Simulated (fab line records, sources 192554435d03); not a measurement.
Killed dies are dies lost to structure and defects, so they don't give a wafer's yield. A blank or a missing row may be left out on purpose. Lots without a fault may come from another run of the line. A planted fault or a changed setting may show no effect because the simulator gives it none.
Split-lot experiment | flow n5_finfet | 7 lots, 21 wafers read, on a route of 1938 steps

THE SPLIT
At N5_BEOL_M9_ALD_74 (deposits TaN, target thk 2 nm, pulse time 2 s, purge time 3 s), the setting ald_cycles was moved away from the recipe's 40 on 10 of the 21 wafers read, by -15.0% to +10.0%. The other wafers ran this setting at the recipe's value.

The reading is taken at the split's own step.

THE READING
TaN_of_BEOL_M9_ALD_74.thk_nm (the simulator's own value, which no gauge read), in nm, at N5_BEOL_M9_ALD_74 (deposits TaN, target thk 2 nm, pulse time 2 s, purge time 3 s). The file gives no usual value for it.

wafer  | tool, chamber at the split | ald_cycles as run | against the recipe | TaN_of_BEOL_M9_ALD_74.thk_nm, nm | against lot-mates on the recipe
L075.1 | ald_metal-03, 0,3,0        | 40                | recipe             | 2                                | -
L075.4 | ald_metal-03, 0,3,0        | 40                | recipe             | 2                                | -
L075.6 | ald_metal-03, 0,3,0        | 40                | recipe             | 2                                | -
L077.2 | ald_metal-02, 2,0          | 44                | +10.0%             | 2.2                              | +0.2
L077.4 | ald_metal-02, 2,0          | 44                | +10.0%             | 2.2                              | +0.2
L077.3 | ald_metal-02, 1            | 40                | recipe             | 2                                | -
L076.1 | ald_metal-04, 3,1          | 40                | recipe             | 2                                | -
L076.6 | ald_metal-04, 3,1          | 40                | recipe             | 2                                | -
L076.4 | ald_metal-04, 3            | 35                | -12.5%             | 1.8                              | -0.2
L078.1 | ald_metal-04, 1            | 40                | recipe             | 2                                | -
L078.4 | ald_metal-04, 1,3          | 34                | -15.0%             | 1.6                              | -0.4
L078.6 | ald_metal-04, 1,3          | 34                | -15.0%             | 1.6                              | -0.4
L080.1 | ald_metal-04, 1            | 40                | recipe             | 2                                | -
L080.6 | ald_metal-04, 1            | 40                | recipe             | 2                                | -
L080.4 | ald_metal-04, 3            | 38                | -5.0%              | 1.8                              | -0.2
L079.1 | ald_metal-04, 1,2          | 36                | -10.0%             | 1.8                              | -0.2
L079.4 | ald_metal-04, 1,2          | 36                | -10.0%             | 1.8                              | -0.2
L079.3 | ald_metal-04, 3            | 40                | recipe             | 2                                | -
L094.4 | ald_metal-04, 3,2          | 44                | +10.0%             | 2.2                              | +0.2
L094.5 | ald_metal-04, 3,2          | 44                | +10.0%             | 2.2                              | +0.2
L094.6 | ald_metal-04, 1            | 40                | recipe             | 2                                | -
Where a row lists several chambers, the file gives one row for several wafers and doesn't say which wafer went through which chamber.

THE FIT
A straight line over all 21 wafers: TaN_of_BEOL_M9_ALD_74.thk_nm changes by +0.0221 nm for each +1% of ald_cycles; r = +0.98; the points scatter about the line by 0.036 nm.
The same after taking each lot's own level away (the mean of its wafers on the recipe; 21 wafers): +0.0221 nm for each +1%; r = +0.98; scatter 0.036 nm.
On that fit, the largest move of ald_cycles shifts the reading by 0.33 nm.
The lots' own levels span 2.00 to 2.00 nm.
So the lot-to-lot level changes the slope little: the two slopes agree.
Check: with one of the wafers moved furthest among these (-15.0%) left out of the fit, the line predicts -0.326 nm for it against its lot-mates. It came out at -0.4 nm against them.

OTHER SPLITS ON THESE WAFERS
These wafers also went through other splits before the reading. Each is held against what the fit with the lots' levels taken away leaves over:
other split on the same wafers     | wafers away from the commonest value | r with TaN_of_BEOL_M9_ALD_74.thk_nm (lot level and that fit taken away)
N5_BEOL_M8_DESCUM_33 time_s        | 6                                    | -0.08
N5_BEOL_M8_TRENCH_ETCH_37 source_w | 6                                    | -0.11
N5_BEOL_M9_HM_DEP_02 target_thk_a  | 6                                    | +0.07
N5_BEOL_M9_COAT_59 temp_c          | 3                                    | -0.33

THE FILE'S OWN FIT
TaN_of_BEOL_M9_ALD_74.thk_nm changes by +0.0219 nm for each +1% of ald_cycles, r = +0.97.
